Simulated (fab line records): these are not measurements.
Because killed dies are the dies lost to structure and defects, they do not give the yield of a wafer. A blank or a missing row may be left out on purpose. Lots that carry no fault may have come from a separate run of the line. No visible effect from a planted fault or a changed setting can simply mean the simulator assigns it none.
fab line records	flow n5_finfet
[record] lots = 5	wafers = 15	last_day = 17
route steps=1938 shown BEOL_M4@1026
lots untouched by any fault: they come from a run of this same line in which no faults occurred
start_h: the number of hours between the record's first day and the start of the first shown wafer of the lot	wait_h: hours elapsed since this lot's preceding step	" as in the row above	L1.1+2: a single row standing in for several wafers	- no value, or no start was given	* or withheld: withheld	< > ~ a bound
route shown NAME@n: a module of which the file shows steps, and the number in the route of the first	usual: mean/standard deviation taken from wafers without a fault	same: alike in all rows	chamber/n: place in a boat	sites: the reading at each site	_std_site: standard deviation of those values	_edge_site: mean of outer sites minus mean of inner sites	radius_mm: for every site, how far away it sits from the centre of the wafer	mask NAME#n: copy n	behind: the most recent tool/chamber to have shaped the wafer	hold: reason for holding the lot/hours on hold/outcome of the hold	device: the n, p or np transistor that did not switch	end of line: tests run on the same wafers once the route is complete	a step without rows: its recipe alone	killed: dies that structure and defects cost at the first sort, which is not the same as the wafer's yield	map: shows each die of a wafer: x if killed, . if not, _ if none is there
set.NAME: the setting the step ran with; set.NAME@STEP: the setting that earlier step ran with	model.NAME: the simulator's own value behind a step, which no gauge read
lots at selected steps of the route; one table per step, one row per wafer
services: a tool's chamber out of use, with start hour (start_h, from the record's first day; less than 0 if before it), hours out, and reason
[[steps]]
[step N5_BEOL_M4_COAT_62]
[recipe] resist = SiARC	temp_c = 220	time_s = 60	spin_rpm = 1500	resist_thk_nm = 12
[step N5_BEOL_M4_COAT_73]
[recipe] resist = underlayer	temp_c = 205	time_s = 60	spin_rpm = 1500	resist_thk_nm = 5
[step N5_BEOL_M4_COAT_05]
[recipe] resist = CAR-EUV	spin_rpm = 1500	resist_thk_nm = 30
[step N5_BEOL_M4_EBR_07]
[recipe] solvent = PGMEA	ebr_width_mm = 1.5
[step N5_BEOL_M4_SOFTBAKE_06]
[recipe] temp_c = 110	time_s = 60	resist = CAR-EUV
[step N5_BEOL_M4_EXPOSE_08]
[recipe] mask_id = M4	na = 0.33	source_shape = dipole	sigma_inner = 0.369	sigma_outer = 0.767	polarization = unpolarized	dose_mj = 41.25
[step N5_BEOL_M4_PEB_09]
[recipe] peb_temp_c = 100	peb_time_s = 60	resist = CAR-EUV
[step N5_BEOL_M4_DEVELOP_10]
[recipe] develop_time_s = 30	developer = TMAH	resist = CAR-EUV	rinse_liquid = surfactant_rinse	dry = air_spin	dev_temp_c = 23
[step N5_BEOL_M4_CD_MEAS_11]
[recipe] target_cd_nm = 16.79	landing_energy_ev = 500	detector = se_inlens	polarity = opening
[usual] cd_nm = 16.80/0.26
[same] landing_energy_ev = 500
lot.wafer	tool	chamber	start_h	wait_h	cd_nm
L448.4	cd_sem-03	0	164.58	-	17.09
L448.5	"	0	"	"	17.02
L448.6	"	0	"	"	16.83
L450.1	cd_sem-01	0	178.22	-	16.80
L450.2	"	0	"	"	16.90
L450.5	"	0	"	"	16.72
L459.1	cd_sem-01	0	228.44	-	16.98
L459.4	"	0	"	"	17.07
L459.5	"	0	"	"	17.13
L463.1	cd_sem-02	0	251.39	-	17.20
L463.4	"	0	"	"	16.66
L463.6	"	0	"	"	17.11
L467.2	cd_sem-02	0	267.50	-	16.40
L467.3	"	0	"	"	16.46
L467.6	"	0	"	"	16.97
[step N5_BEOL_M4_OVL_MEAS_12]
[recipe] points_per_wafer = 522
[usual] M4_OVL = -0.1/0.8
lot.wafer	tool	chamber	start_h	wait_h	M4_OVL[nm]
L448.4	overlay-01	0	164.62	0.0	0.1
L448.5	"	0	"	"	-0.5
L448.6	"	0	"	"	-0.7
L450.1	overlay-02	0	178.25	0.0	-0.4
L450.2	"	0	"	"	-1.7
L450.5	"	0	"	"	-0.1
L459.1	overlay-01	0	228.47	0.0	0.0
L459.4	"	0	"	"	-0.6
L459.5	"	0	"	"	0.4
L463.1	overlay-02	0	251.42	0.0	-0.5
L463.4	"	0	"	"	-1.2
L463.6	"	0	"	"	-0.2
L467.2	overlay-02	0	267.54	0.0	-0.3
L467.3	"	0	"	"	0.8
L467.6	"	0	"	"	-0.4
[step N5_BEOL_M4_INSPECT_13]
[recipe] mode = adi	inspect_instrument = brightfield
[usual] raw_defect_count = 414/90
lot.wafer	tool	chamber	start_h	wait_h	raw_defect_count
L448.4	defect_inspect-02	-	164.66	0.0	369
L448.5	"	-	"	"	402
L448.6	"	-	"	"	444
L450.1	defect_inspect-02	-	178.31	0.1	382
L450.2	"	-	"	"	418
L450.5	"	-	"	"	394
L459.1	defect_inspect-01	-	228.53	0.1	377
L459.4	"	-	"	"	438
L459.5	"	-	"	"	318
L463.1	defect_inspect-02	-	251.48	0.1	321
L463.4	"	-	"	"	345
L463.6	"	-	"	"	367
L467.2	defect_inspect-02	-	267.59	0.0	456
L467.3	"	-	"	"	355
L467.6	"	-	"	"	247
[step N5_BEOL_M4_DESCUM_16]
[recipe] chemistry = O2	time_s = 7	source_power_w = 50	bias_power_w = 20	pressure_mtorr = 20	rf_frequency_hz = 2.712e+07	temp_c = 40	resist = CAR-EUV	o2_flow_sccm = 225
[usual] drypump_motor_current_A = 5.5/0.34	oes_product_au = 0.82/0.082	rf_vpp_V = 243.3/1.3	showerhead_plenum_p_Torr = 2.11/0.067	temp_c = 39.99/0.11	throttle_valve_pct = 20.4/0.32
lot.wafer	tool	chamber	start_h	wait_h	drypump_motor_current_A	oes_product_au	rf_hours_counter_h	rf_vpp_V	showerhead_plenum_p_Torr	temp_c	throttle_valve_pct
L448.4	rie_diel-04	2	164.71	0.0	5.7	0.87	-	243.3	2.12	39.82	19.9
L448.5	"	3	"	"	5.5	0.91	-	243.7	2.13	40.02	19.9
L448.6	"	0	"	"	5.4	0.83	-	245.7	2.23	40.12	20.8
L450.1	rie_diel-04	2	178.35	0.0	5.7	0.85	46	243.4	2.12	40.01	19.9
L450.2	"	1	"	"	5.8	0.96	4	243.8	2.14	40.14	20.2
L450.5	"	2	"	"	5.7	0.85	-	244.8	2.12	39.99	19.9
L459.1	rie_diel-06	1	228.96	0.4	5.3	0.74	151	240.5	2.01	39.97	20.8
L459.4	"	2	"	"	5.0	0.80	-	241.8	2.01	39.95	20.6
L459.5	"	0	"	"	5.4	0.72	-	243.2	2.07	40.04	20.3
L463.1	rie_diel-03	0	251.53	0.1	5.0	0.83	71	241.2	2.04	40.00	20.5
L463.4	"	3	"	"	5.7	0.92	27	243.0	2.13	39.97	20.6
L463.6	"	1	"	"	5.6	0.94	-	243.8	2.07	39.98	20.2
L467.2	rie_diel-04	0	267.62	0.0	5.4	0.79	95	244.4	2.21	39.98	20.8
L467.3	"	2	"	"	5.7	0.82	78	242.7	2.11	39.99	19.9
L467.6	"	2	"	"	5.7	0.82	-	241.8	2.11	40.23	19.9
[step N5_BEOL_M4_ETCH_74]
[recipe] chemistry = N2/H2	target = underlayer	target_depth_a = 65	mask_material = CAR-EUV	time_s = 5.2	ion_energy_ev = 200	pressure_mtorr = 30	source_w = 840	bias_w = 150	n2_flow_sccm = 200	h2_flow_sccm = 200	ends = cleared
[usual] drypump_motor_current_A = 5.5/0.33	etch_rf_on_time_s = 5.18/0.093	oes_product_au = 0.70/0.071	rf_vpp_V = 524.4/2.6	showerhead_plenum_p_Torr = 2.57/0.081	throttle_valve_pct = 17.8/0.33
lot.wafer	tool	chamber	start_h	wait_h	drypump_motor_current_A	etch_rf_on_time_s	oes_product_au	rf_hours_counter_h	rf_vpp_V	showerhead_plenum_p_Torr	throttle_valve_pct
L448.4	rie_diel-04	2	164.74	0.0	5.7	5.13	0.74	-	522.2	2.60	17.4
L448.5	"	3	"	"	5.5	5.05	0.78	-	522.9	2.59	17.3
L448.6	"	0	"	"	5.4	5.14	0.70	-	526.7	2.70	18.2
L450.1	rie_diel-04	2	178.38	0.0	5.7	5.07	0.74	46	525.0	2.59	17.3
L450.2	"	1	"	"	5.7	5.09	0.80	4	524.8	2.61	17.6
L450.5	"	2	"	"	5.7	5.11	0.73	-	524.6	2.59	17.4
L459.1	rie_diel-06	1	228.99	0.0	5.3	5.11	0.64	151	520.0	2.45	18.2
L459.4	"	2	"	"	5.0	3.62	0.85	-	518.4	2.46	18.1
L459.5	"	0	"	"	5.5	5.27	0.61	-	524.4	2.52	17.7
L463.1	rie_diel-03	0	251.57	0.0	5.0	5.25	0.69	71	522.0	2.47	17.9
L463.4	"	3	"	"	5.7	5.21	0.78	27	527.0	2.60	18.1
L463.6	"	1	"	"	5.6	5.32	0.78	-	524.0	2.49	17.5
L467.2	rie_diel-04	0	267.66	0.0	5.4	5.18	0.67	95	527.6	2.68	18.2
L467.3	"	2	"	"	5.7	5.18	0.70	78	526.5	2.58	17.5
L467.6	"	2	"	"	5.7	5.18	0.69	-	523.6	2.58	17.4
[step N5_BEOL_M4_ETCH_63]
[recipe] chemistry = CF4	target = SiARC	target_depth_a = 156	mask_material = CAR-EUV	time_s = 26	ion_energy_ev = 80	pressure_mtorr = 40	source_w = 545	bias_w = 36	Ar_flow_sccm = 100	cf4_flow_sccm = 100	ends = cleared
[usual] drypump_motor_current_A = 5.5/0.33	etch_rf_on_time_s = 26.0/0.45	oes_product_au = 0.70/0.071	rf_vpp_V = 184.3/1.2	showerhead_plenum_p_Torr = 2.16/0.064	throttle_valve_pct = 15.55/0.28
lot.wafer	tool	chamber	start_h	wait_h	drypump_motor_current_A	etch_rf_on_time_s	oes_product_au	rf_hours_counter_h	rf_vpp_V	showerhead_plenum_p_Torr	throttle_valve_pct
L448.4	rie_diel-04	2	164.76	0.0	5.7	25.5	0.75	-	184.0	2.18	15.10
L448.5	"	3	"	"	5.5	25.0	0.79	-	184.1	2.18	15.10
L448.6	"	0	"	"	5.4	25.3	0.72	-	185.7	2.25	15.75
L450.1	rie_diel-04	2	178.40	0.0	5.7	25.6	0.74	46	184.5	2.18	15.11
L450.2	"	1	"	"	5.7	25.6	0.82	4	185.4	2.19	15.36
L450.5	"	2	"	"	5.7	25.8	0.73	-	186.0	2.18	15.11
L459.1	rie_diel-06	1	229.01	0.0	5.3	25.5	0.64	151	183.6	2.05	15.93
L459.4	"	2	"	"	5.0	25.9	0.68	-	182.5	2.08	15.81
L459.5	"	0	"	"	5.5	26.5	0.61	-	183.7	2.13	15.59
L463.1	rie_diel-03	0	251.59	0.0	5.1	26.4	0.70	71	183.5	2.09	15.65
L463.4	"	3	"	"	5.7	26.2	0.78	27	184.2	2.19	15.76
L463.6	"	1	"	"	5.6	26.4	0.79	-	183.9	2.11	15.27
L467.2	rie_diel-04	0	267.67	0.0	5.4	25.8	0.68	95	185.9	2.24	15.83
L467.3	"	2	"	"	5.7	26.0	0.70	78	183.8	2.17	15.16
L467.6	"	2	"	"	5.7	25.8	0.70	-	184.7	2.17	15.16
[step N5_BEOL_M4_RC_MEAS_101]
[usual] DIBL_N = 36.4/1.4	DIBL_P = 36.3/1.8	IOFF_N = 0.163/0.024	IOFF_P = 0.21/0.034	ION_N = 673/11	ION_P = 461/7.4	SS_N = 71.6/0.52	SS_P = 73.3/0.58	VT_N = 249.4/2.5	VT_P = -250/3.5
lot.wafer	tool	chamber	start_h	wait_h	DIBL_N[mV/V]	DIBL_P[mV/V]	IOFF_N[nA/um]	IOFF_P[nA/um]	ION_N[uA/um]	ION_P[uA/um]	SS_N[mV/dec]	SS_P[mV/dec]	VT_N[mV]	VT_P[mV]
L448.4	prober-02	0	171.12	0.5	39.4	40.4	0.228	0.27	679	461	72.8	74.5	245.1	-249
L448.5	"	0	"	"	36.9	37.2	0.180	0.23	667	455	71.5	72.9	249.7	-249
L448.6	"	0	"	"	35.9	36.5	0.157	0.20	679	468	71.0	72.3	248.3	-250
L450.1	prober-02	0	185.89	0.0	35.0	34.8	0.139	0.17	670	451	70.5	72.4	250.9	-254
L450.2	"	0	"	"	37.5	38.6	0.190	0.22	685	464	71.5	73.7	244.7	-250
L450.5	"	0	"	"	37.7	38.4	0.194	0.22	670	456	72.1	73.8	245.4	-251
L459.1	prober-01	0	239.59	0.0	35.9	35.9	0.157	0.20	669	457	71.4	73.5	248.8	-250
L459.4	"	0	"	"	35.0	35.1	0.149	0.20	669	457	70.9	73.9	249.8	-250
L459.5	"	0	"	"	38.5	39.9	0.225	0.28	694	471	72.7	73.8	243.7	-246
L463.1	prober-02	0	261.05	0.0	34.6	32.7	0.121	0.16	655	447	71.0	72.4	251.4	-255
L463.4	"	0	"	"	34.6	32.4	0.115	0.16	654	450	72.2	72.7	253.5	-251
L463.6	"	0	"	"	36.9	35.5	0.153	0.19	672	457	72.0	73.4	249.1	-252
L467.2	prober-01	0	286.57	0.2	37.4	37.1	0.166	0.23	674	464	72.2	73.5	248.7	-248
L467.3	"	0	"	"	38.9	38.8	0.193	0.27	688	467	71.9	73.6	249.4	-247
L467.6	"	0	"	"	39.5	39.1	0.201	0.27	686	471	72.2	74.1	247.1	-244
[[services]]
tool	chamber	start_h	hours	kind
rie_diel-03	3	148.21	-	clean
rie_diel-03	3	148.21	-	consumable_replace:focus_ring
rie_diel-03	3	148.21	29.4	scheduled_down
rie_diel-03	3	148.21	29.4	vent_cycle
rie_diel-04	1	149.34	-	clean
rie_diel-04	1	149.34	-	consumable_replace:focus_ring
rie_diel-04	1	149.34	18.4	scheduled_down
rie_diel-04	1	149.34	18.4	vent_cycle
rie_diel-03	1	211.40	-	clean
rie_diel-03	1	211.40	-	consumable_replace:focus_ring
rie_diel-03	1	211.40	17.4	scheduled_down
rie_diel-03	1	211.40	17.4	vent_cycle
rie_diel-06	3	226.21	11.0	repair
[[key]]
[first_sign] step = N5_BEOL_M4_ETCH_74	reading = etch_rf_on_time_s	direction = down	sigmas = 17	usual = *	struck = *
effect none on later readings
met_at N5_BEOL_M4_ETCH_74
struck_wafers L459.4
[fault] kind = process_parameter_drift	tool = rie_diel-06	chamber = 2	onset_h = 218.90	steps = N5_BEOL_M4_ETCH_74	channel = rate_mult	offset = 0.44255	shape = step	end_h = 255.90
